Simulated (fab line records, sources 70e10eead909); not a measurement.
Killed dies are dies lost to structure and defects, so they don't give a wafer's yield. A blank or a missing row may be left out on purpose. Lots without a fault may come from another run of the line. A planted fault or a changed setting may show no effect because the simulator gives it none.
Chamber matching | flow nand_harc | NHARC_P_STI_ETCH_15 on rie_si-04: 4 sister chambers
The step etches the open film in HBr/Cl2, target depth 300 nm, time 100.1 s. 4 wafers are shown with their chamber, then 9 later ones without.

WAFERS WITH THEIR CHAMBER
wafer  | chamber | drypump_motor_current_A (A)
L333.3 | 1       | 6.7
L336.1 | 2       | 6.0
L336.5 | 0       | 5.0
L336.6 | 3       | 6.6

WAFERS WITHOUT THEIR CHAMBER
wafer  | drypump_motor_current_A (A)
L343.1 | 5.0
L343.2 | 6.6
L343.3 | 6.7
L346.2 | 6.0
L346.4 | 6.6
L346.6 | 6.0
L350.1 | 6.0
L350.2 | 6.6
L350.5 | 5.9

WHICH CHAMBER EACH WENT THROUGH
wafer  | from the rows above | in truth
L343.1 | 0                   | 0
L343.2 | 3                   | 3
L343.3 | 1                   | 1
L346.2 | 2                   | 2
L346.4 | 3                   | 3
L346.6 | 2                   | 2
L350.1 | 2                   | 2
L350.2 | 3                   | 3
L350.5 | 2                   | 2
Placed correctly: 9 of 9. Can't be placed from these rows: 0. Placed wrongly: 0.
How it was worked out, from the rows above alone: a wafer's distance from a chamber is the root of the sum, over the readings, of the square of ((its reading less the chamber's mean) divided by the reading's scatter). The wafer belongs to the nearest chamber; if the next one is less than 2 further off, it can't be placed. A chamber's mean is the mean of its shown wafers. The scatter: with one shown wafer a chamber, the root of the mean of the squares of how far each hidden wafer lies from its nearest shown one.
